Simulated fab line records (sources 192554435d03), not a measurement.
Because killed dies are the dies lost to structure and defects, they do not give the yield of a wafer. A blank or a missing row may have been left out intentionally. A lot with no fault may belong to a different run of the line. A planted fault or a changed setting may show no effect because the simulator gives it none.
A sampling plan put to the test :: flow n5Finfet :: one line in one fab, 43 faults in these records, each fault weighed on the records of the lots it struck
The plan consists of the line's own looks: route steps at which the wafer is read by a gauge or an inspection but not changed. A look is open to judgement when struck wafers have a number at it and the file gives its usual mean and standard deviation on fault-free wafers. Caught: 4 or more of those standard deviations (sigma) separate the usual mean from the mean of the struck wafers at a look after the fault's first step. On the tool: the identical test, applied to the tool's own readings at the steps of the fault. Caught also covers a different recipe on the struck wafers, or a record left blank for those wafers only.

THE FAULTS, as the simulator had put them in
1. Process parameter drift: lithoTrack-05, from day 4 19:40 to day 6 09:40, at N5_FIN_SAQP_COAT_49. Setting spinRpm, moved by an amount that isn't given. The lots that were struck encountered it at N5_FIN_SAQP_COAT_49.
2. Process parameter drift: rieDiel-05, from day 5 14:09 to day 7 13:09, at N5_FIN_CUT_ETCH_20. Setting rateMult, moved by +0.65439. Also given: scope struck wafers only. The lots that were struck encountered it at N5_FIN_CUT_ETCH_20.
3. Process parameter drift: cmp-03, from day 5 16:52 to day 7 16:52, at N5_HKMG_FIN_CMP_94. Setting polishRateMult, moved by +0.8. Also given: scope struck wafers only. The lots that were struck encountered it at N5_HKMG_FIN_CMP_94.
4. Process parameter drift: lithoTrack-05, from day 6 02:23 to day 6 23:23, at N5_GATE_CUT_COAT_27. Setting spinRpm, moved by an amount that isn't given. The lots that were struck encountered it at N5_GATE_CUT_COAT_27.
5. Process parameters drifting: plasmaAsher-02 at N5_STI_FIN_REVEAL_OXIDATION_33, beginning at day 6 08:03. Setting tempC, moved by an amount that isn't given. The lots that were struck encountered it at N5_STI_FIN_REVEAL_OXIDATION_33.
6. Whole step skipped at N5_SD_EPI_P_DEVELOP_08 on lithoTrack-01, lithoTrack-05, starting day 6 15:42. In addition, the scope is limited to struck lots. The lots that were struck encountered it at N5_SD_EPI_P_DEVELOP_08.
7. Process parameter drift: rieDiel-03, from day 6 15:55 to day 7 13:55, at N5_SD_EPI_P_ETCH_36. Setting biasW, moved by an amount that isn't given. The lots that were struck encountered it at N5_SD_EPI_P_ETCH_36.
8. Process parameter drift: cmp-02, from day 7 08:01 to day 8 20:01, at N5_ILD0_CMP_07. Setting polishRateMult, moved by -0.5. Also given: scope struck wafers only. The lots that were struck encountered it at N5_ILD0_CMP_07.
9. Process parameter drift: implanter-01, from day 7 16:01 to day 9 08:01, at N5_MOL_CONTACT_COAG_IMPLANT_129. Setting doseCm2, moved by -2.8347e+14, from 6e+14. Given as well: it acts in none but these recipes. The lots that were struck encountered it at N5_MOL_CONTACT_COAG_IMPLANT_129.
10. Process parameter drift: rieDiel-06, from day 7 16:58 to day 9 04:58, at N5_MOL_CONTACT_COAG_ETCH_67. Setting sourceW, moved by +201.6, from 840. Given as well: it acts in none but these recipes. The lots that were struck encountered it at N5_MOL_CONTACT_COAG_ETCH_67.
11. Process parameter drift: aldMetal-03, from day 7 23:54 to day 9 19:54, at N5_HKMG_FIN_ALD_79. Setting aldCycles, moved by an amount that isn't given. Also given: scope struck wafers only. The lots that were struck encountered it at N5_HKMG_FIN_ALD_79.
12. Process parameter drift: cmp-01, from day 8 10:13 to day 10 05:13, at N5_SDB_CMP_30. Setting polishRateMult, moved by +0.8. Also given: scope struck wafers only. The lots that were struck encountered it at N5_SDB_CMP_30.
13. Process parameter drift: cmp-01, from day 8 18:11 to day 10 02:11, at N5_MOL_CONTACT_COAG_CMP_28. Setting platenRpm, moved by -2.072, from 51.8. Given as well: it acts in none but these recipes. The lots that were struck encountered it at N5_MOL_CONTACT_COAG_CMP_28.
14. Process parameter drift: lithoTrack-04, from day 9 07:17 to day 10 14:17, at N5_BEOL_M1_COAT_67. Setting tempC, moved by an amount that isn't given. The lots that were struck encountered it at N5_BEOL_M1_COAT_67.
15. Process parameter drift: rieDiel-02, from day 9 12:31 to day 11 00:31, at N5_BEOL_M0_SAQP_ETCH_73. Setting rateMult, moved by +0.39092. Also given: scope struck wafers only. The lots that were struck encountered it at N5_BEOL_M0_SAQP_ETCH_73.
16. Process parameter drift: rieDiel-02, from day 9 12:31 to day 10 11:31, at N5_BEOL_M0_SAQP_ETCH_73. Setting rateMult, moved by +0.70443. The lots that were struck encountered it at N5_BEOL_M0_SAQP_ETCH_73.
17. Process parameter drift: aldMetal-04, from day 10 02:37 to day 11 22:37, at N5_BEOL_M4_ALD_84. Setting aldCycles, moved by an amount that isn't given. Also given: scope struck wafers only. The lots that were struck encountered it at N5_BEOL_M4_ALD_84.
18. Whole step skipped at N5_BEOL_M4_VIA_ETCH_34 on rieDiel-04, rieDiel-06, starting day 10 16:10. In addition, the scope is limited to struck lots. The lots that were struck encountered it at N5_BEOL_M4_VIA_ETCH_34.
19. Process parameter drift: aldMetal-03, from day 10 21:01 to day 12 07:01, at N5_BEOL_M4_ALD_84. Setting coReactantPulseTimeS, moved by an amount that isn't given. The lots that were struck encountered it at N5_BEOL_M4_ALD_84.
20. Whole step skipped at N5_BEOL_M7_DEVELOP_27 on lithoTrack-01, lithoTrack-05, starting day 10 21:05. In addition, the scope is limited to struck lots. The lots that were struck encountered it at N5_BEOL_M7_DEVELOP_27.
21. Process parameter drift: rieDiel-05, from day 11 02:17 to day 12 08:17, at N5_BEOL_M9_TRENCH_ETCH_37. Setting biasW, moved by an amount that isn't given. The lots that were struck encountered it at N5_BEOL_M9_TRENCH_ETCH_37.
22. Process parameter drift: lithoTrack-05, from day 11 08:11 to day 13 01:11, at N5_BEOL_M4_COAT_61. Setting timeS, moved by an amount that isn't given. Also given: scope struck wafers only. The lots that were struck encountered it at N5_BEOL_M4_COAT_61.
23. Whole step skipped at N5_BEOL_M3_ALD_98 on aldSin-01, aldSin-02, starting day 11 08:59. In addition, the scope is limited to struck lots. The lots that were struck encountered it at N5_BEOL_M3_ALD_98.
24. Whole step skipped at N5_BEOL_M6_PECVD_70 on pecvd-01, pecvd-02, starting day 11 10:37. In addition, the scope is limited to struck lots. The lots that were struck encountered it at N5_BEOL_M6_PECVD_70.
25. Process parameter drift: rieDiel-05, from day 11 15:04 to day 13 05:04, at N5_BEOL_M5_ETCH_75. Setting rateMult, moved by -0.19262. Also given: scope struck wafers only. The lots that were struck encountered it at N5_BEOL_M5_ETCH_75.
26. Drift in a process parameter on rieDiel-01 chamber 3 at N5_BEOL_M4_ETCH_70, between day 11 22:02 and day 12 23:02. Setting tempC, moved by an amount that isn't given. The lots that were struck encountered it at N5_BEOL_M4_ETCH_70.
27. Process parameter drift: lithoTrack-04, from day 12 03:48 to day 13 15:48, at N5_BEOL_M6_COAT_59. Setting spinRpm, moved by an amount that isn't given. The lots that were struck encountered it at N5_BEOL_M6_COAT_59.
28. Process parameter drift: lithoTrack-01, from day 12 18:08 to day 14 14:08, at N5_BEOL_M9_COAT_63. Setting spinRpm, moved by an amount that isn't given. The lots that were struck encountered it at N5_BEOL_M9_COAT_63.
29. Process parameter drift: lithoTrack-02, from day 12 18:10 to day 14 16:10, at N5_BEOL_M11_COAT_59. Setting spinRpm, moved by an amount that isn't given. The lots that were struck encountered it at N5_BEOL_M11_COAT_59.
30. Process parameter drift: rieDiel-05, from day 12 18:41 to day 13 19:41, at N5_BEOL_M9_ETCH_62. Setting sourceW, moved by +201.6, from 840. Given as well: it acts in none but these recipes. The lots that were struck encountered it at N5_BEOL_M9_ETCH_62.
31. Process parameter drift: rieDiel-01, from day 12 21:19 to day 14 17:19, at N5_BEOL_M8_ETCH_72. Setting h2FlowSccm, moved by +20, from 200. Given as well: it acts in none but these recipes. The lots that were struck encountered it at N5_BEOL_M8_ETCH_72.
32. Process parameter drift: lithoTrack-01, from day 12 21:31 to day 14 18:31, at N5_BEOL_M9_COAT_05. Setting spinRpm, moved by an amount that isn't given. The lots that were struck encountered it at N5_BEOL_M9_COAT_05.
33. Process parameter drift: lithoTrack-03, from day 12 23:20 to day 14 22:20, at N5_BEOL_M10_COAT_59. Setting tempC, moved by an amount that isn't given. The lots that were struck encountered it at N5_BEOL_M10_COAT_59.
34. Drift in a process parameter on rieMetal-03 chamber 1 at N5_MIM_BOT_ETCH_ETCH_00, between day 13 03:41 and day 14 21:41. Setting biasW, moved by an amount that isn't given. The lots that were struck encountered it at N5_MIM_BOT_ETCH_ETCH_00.
35. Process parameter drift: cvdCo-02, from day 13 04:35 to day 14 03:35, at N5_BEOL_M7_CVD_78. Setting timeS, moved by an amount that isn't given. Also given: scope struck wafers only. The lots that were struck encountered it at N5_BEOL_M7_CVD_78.
36. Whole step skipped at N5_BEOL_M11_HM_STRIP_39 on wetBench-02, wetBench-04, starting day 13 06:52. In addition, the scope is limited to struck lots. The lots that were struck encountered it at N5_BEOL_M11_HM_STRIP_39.
37. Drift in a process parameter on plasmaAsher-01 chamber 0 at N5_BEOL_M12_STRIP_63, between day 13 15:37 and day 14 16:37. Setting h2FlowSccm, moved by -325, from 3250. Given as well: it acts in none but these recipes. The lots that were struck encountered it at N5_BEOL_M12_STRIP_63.
38. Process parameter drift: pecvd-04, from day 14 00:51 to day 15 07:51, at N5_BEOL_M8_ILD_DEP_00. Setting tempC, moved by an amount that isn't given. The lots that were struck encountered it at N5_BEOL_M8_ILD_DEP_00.
39. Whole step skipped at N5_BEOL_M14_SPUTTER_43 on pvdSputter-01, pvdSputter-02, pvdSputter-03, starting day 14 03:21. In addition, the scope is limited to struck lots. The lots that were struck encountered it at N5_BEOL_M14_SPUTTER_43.
40. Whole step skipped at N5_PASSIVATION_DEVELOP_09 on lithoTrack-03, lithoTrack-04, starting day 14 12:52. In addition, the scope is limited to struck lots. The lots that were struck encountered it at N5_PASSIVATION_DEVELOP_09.
41. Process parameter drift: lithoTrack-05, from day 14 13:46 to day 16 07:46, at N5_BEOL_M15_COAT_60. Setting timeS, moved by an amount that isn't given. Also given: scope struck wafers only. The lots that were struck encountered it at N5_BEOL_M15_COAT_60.
42. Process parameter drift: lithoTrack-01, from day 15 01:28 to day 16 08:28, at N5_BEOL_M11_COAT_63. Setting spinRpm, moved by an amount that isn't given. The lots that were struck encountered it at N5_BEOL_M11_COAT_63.
43. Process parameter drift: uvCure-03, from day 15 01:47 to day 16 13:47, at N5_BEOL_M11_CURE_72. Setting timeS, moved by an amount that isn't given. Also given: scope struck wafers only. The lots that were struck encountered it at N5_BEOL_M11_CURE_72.

WHAT THE PLAN SAW
fault: 1
on the tool itself: spinSpeedRpm -58 sigma
first look that catches it: not the one look that can be judged after it
reading, sigma: -
median hours from its first step to that look: -
hours from the fault's start to the first struck lot there: -
judged looks passed uncaught: 1

fault: 2
on the tool itself: etchRfOnTimeS -25 sigma
first look that catches it: not the one look that can be judged after it
reading, sigma: -
median hours from its first step to that look: -
hours from the fault's start to the first struck lot there: -
judged looks passed uncaught: 1

fault: 3
on the tool itself: under 2 sigma
first look that catches it: none of the 2 looks that can be judged after it
reading, sigma: -
median hours from its first step to that look: -
hours from the fault's start to the first struck lot there: -
judged looks passed uncaught: 2

fault: 4
on the tool itself: spinSpeedRpm -40 sigma
first look that catches it: none of the 2 looks that can be judged after it
reading, sigma: -
median hours from its first step to that look: -
hours from the fault's start to the first struck lot there: -
judged looks passed uncaught: 2

fault: 5
on the tool itself: tempC -11 sigma
first look that catches it: not the one look that can be judged after it
reading, sigma: -
median hours from its first step to that look: -
hours from the fault's start to the first struck lot there: -
judged looks passed uncaught: 1

fault: 6
on the tool itself: the tool's record is blank for the struck wafers
first look that catches it: no look after it can be judged
reading, sigma: -
median hours from its first step to that look: -
hours from the fault's start to the first struck lot there: -
judged looks passed uncaught: 0

fault: 7
on the tool itself: biasW +14 sigma
first look that catches it: not the one look that can be judged after it
reading, sigma: -
median hours from its first step to that look: -
hours from the fault's start to the first struck lot there: -
judged looks passed uncaught: 1

fault: 8
on the tool itself: under 2 sigma
first look that catches it: not the one look that can be judged after it
reading, sigma: -
median hours from its first step to that look: -
hours from the fault's start to the first struck lot there: -
judged looks passed uncaught: 1

fault: 9
on the tool itself: doseIonsCm2 -99 or beyond sigma
first look that catches it: not the one look that can be judged after it
reading, sigma: -
median hours from its first step to that look: -
hours from the fault's start to the first struck lot there: -
judged looks passed uncaught: 1

fault: 10
on the tool itself: rfFwdPowerW +63 sigma
first look that catches it: not the one look that can be judged after it
reading, sigma: -
median hours from its first step to that look: -
hours from the fault's start to the first struck lot there: -
judged looks passed uncaught: 1

fault: 11
on the tool itself: under 2 sigma
first look that catches it: not the one look that can be judged after it
reading, sigma: -
median hours from its first step to that look: -
hours from the fault's start to the first struck lot there: -
judged looks passed uncaught: 1

fault: 12
on the tool itself: timeToEndpointS -5.1 sigma
first look that catches it: none of the 2 looks that can be judged after it
reading, sigma: strongest: SDB_THK at N5_SDB_THK_MEAS_31, -3.9
median hours from its first step to that look: -
hours from the fault's start to the first struck lot there: -
judged looks passed uncaught: 2

fault: 13
on the tool itself: platenRpm -63 sigma
first look that catches it: none of the 2 looks that can be judged after it
reading, sigma: -
median hours from its first step to that look: -
hours from the fault's start to the first struck lot there: -
judged looks passed uncaught: 2

fault: 14
on the tool itself: plateTempC -61 sigma
first look that catches it: not the one look that can be judged after it
reading, sigma: -
median hours from its first step to that look: -
hours from the fault's start to the first struck lot there: -
judged looks passed uncaught: 1

fault: 15
on the tool itself: etchRfOnTimeS -20 sigma
first look that catches it: not the one look that can be judged after it
reading, sigma: -
median hours from its first step to that look: -
hours from the fault's start to the first struck lot there: -
judged looks passed uncaught: 1

fault: 16
on the tool itself: etchRfOnTimeS -29 sigma
first look that catches it: not the one look that can be judged after it
reading, sigma: -
median hours from its first step to that look: -
hours from the fault's start to the first struck lot there: -
judged looks passed uncaught: 1

fault: 17
on the tool itself: under 2 sigma
first look that catches it: not the one look that can be judged after it
reading, sigma: -
median hours from its first step to that look: -
hours from the fault's start to the first struck lot there: -
judged looks passed uncaught: 1

fault: 18
on the tool itself: the tool's record is blank for the struck wafers
first look that catches it: no look after it can be judged
reading, sigma: -
median hours from its first step to that look: -
hours from the fault's start to the first struck lot there: -
judged looks passed uncaught: 0

fault: 19
on the tool itself: under 2 sigma
first look that catches it: not the one look that can be judged after it
reading, sigma: -
median hours from its first step to that look: -
hours from the fault's start to the first struck lot there: -
judged looks passed uncaught: 1

fault: 20
on the tool itself: the tool's record is blank for the struck wafers
first look that catches it: no look after it can be judged
reading, sigma: -
median hours from its first step to that look: -
hours from the fault's start to the first struck lot there: -
judged looks passed uncaught: 0

fault: 21
on the tool itself: biasW +35 sigma
first look that catches it: not the one look that can be judged after it
reading, sigma: -
median hours from its first step to that look: -
hours from the fault's start to the first struck lot there: -
judged looks passed uncaught: 1

fault: 22
on the tool itself: runLengthS +11 sigma
first look that catches it: not the one look that can be judged after it
reading, sigma: -
median hours from its first step to that look: -
hours from the fault's start to the first struck lot there: -
judged looks passed uncaught: 1

fault: 23
on the tool itself: the tool's record is blank for the struck wafers
first look that catches it: not the one look that can be judged after it
reading, sigma: -
median hours from its first step to that look: -
hours from the fault's start to the first struck lot there: -
judged looks passed uncaught: 1

fault: 24
on the tool itself: the tool's record is blank for the struck wafers
first look that catches it: no look after it can be judged
reading, sigma: -
median hours from its first step to that look: -
hours from the fault's start to the first struck lot there: -
judged looks passed uncaught: 0

fault: 25
on the tool itself: etchRfOnTimeS +18 sigma
first look that catches it: no look after it can be judged
reading, sigma: -
median hours from its first step to that look: -
hours from the fault's start to the first struck lot there: -
judged looks passed uncaught: 0

fault: 26
on the tool itself: tempC +14 sigma
first look that catches it: not the one look that can be judged after it
reading, sigma: -
median hours from its first step to that look: -
hours from the fault's start to the first struck lot there: -
judged looks passed uncaught: 1

fault: 27
on the tool itself: spinSpeedRpm -99 or beyond sigma
first look that catches it: no look after it can be judged
reading, sigma: -
median hours from its first step to that look: -
hours from the fault's start to the first struck lot there: -
judged looks passed uncaught: 0

fault: 28
on the tool itself: spinSpeedRpm -40 sigma
first look that catches it: not the one look that can be judged after it
reading, sigma: -
median hours from its first step to that look: -
hours from the fault's start to the first struck lot there: -
judged looks passed uncaught: 1

fault: 29
on the tool itself: spinSpeedRpm +99 or beyond sigma
first look that catches it: no look after it can be judged
reading, sigma: -
median hours from its first step to that look: -
hours from the fault's start to the first struck lot there: -
judged looks passed uncaught: 0

fault: 30
on the tool itself: rfFwdPowerW +77 sigma
first look that catches it: no look after it can be judged
reading, sigma: -
median hours from its first step to that look: -
hours from the fault's start to the first struck lot there: -
judged looks passed uncaught: 0

fault: 31
on the tool itself: h2FlowSccm +34 sigma
first look that catches it: no look after it can be judged
reading, sigma: -
median hours from its first step to that look: -
hours from the fault's start to the first struck lot there: -
judged looks passed uncaught: 0

fault: 32
on the tool itself: spinSpeedRpm +99 or beyond sigma
first look that catches it: no look after it can be judged
reading, sigma: -
median hours from its first step to that look: -
hours from the fault's start to the first struck lot there: -
judged looks passed uncaught: 0

fault: 33
on the tool itself: plateTempC -76 sigma
first look that catches it: not the one look that can be judged after it
reading, sigma: -
median hours from its first step to that look: -
hours from the fault's start to the first struck lot there: -
judged looks passed uncaught: 1

fault: 34
on the tool itself: biasW -20 sigma
first look that catches it: no look after it can be judged
reading, sigma: -
median hours from its first step to that look: -
hours from the fault's start to the first struck lot there: -
judged looks passed uncaught: 0

fault: 35
on the tool itself: runLengthS -99 or beyond sigma
first look that catches it: not the one look that can be judged after it
reading, sigma: -
median hours from its first step to that look: -
hours from the fault's start to the first struck lot there: -
judged looks passed uncaught: 1

fault: 36
on the tool itself: the tool's record is blank for the struck wafers
first look that catches it: no look after it can be judged
reading, sigma: -
median hours from its first step to that look: -
hours from the fault's start to the first struck lot there: -
judged looks passed uncaught: 0

fault: 37
on the tool itself: h2FlowSccm -31 sigma
first look that catches it: no look after it can be judged
reading, sigma: -
median hours from its first step to that look: -
hours from the fault's start to the first struck lot there: -
judged looks passed uncaught: 0

fault: 38
on the tool itself: susceptorTempC -97 sigma
first look that catches it: N5_BEOL_M8_THK_MEAS_01
reading, sigma: M8_ILD_THK +7.2
median hours from its first step to that look: 0.8
hours from the fault's start to the first struck lot there: 1
judged looks passed uncaught: 0

fault: 39
on the tool itself: the tool's record is blank for the struck wafers
first look that catches it: no look after it can be judged
reading, sigma: -
median hours from its first step to that look: -
hours from the fault's start to the first struck lot there: -
judged looks passed uncaught: 0

fault: 40
on the tool itself: the tool's record is blank for the struck wafers
first look that catches it: no look after it can be judged
reading, sigma: -
median hours from its first step to that look: -
hours from the fault's start to the first struck lot there: -
judged looks passed uncaught: 0

fault: 41
on the tool itself: runLengthS -35 sigma
first look that catches it: no look after it can be judged
reading, sigma: -
median hours from its first step to that look: -
hours from the fault's start to the first struck lot there: -
judged looks passed uncaught: 0

fault: 42
on the tool itself: spinSpeedRpm -46 sigma
first look that catches it: no look after it can be judged
reading, sigma: -
median hours from its first step to that look: -
hours from the fault's start to the first struck lot there: -
judged looks passed uncaught: 0

fault: 43
on the tool itself: lampPowerPct -23 sigma
first look that catches it: no look after it can be judged
reading, sigma: -
median hours from its first step to that look: -
hours from the fault's start to the first struck lot there: -
judged looks passed uncaught: 0
A dash: the fault isn't caught, or these records don't give the number.

Caught at a look: 1 of 43. Caught on the tool: 38 of 43. By one or the other: 38 of 43.
Caught on the tool alone: faults 1, 2, 4, 5, 6, 7, 9, 10, 12, 13, 14, 15, 16, 18, 20, 21, 22, 23, 24, 25, 26, 27, 28, 29, 30, 31, 32, 33, 34, 35, 36, 37, 39, 40, 41, 42, 43.
Caught by neither: faults 3, 8, 11, 17, 19.

THINNER SAMPLING
If the look that catches a fault measured only every second or every third lot, by lot number, the first struck lot would be measured this late in the worst case:
fault: 38
struck lots at that look, in order of time: L622, L623
every lot: 1 h
every second lot: 23 h
every third lot: may miss all 2
Hours count from the start of the fault until the first struck lot that is measured. The test against the limit of 4 sigma pooled every struck wafer, which means one lot taken alone may stay below that limit. Other struck lots may not be in these records.

THE LONGEST TIMED WAY FROM STEP TO LOOK
Fault 38: a median of 0.8 hours passes between N5_BEOL_M8_ILD_DEP_00 and N5_BEOL_M8_THK_MEAS_01. No look between them can be judged.
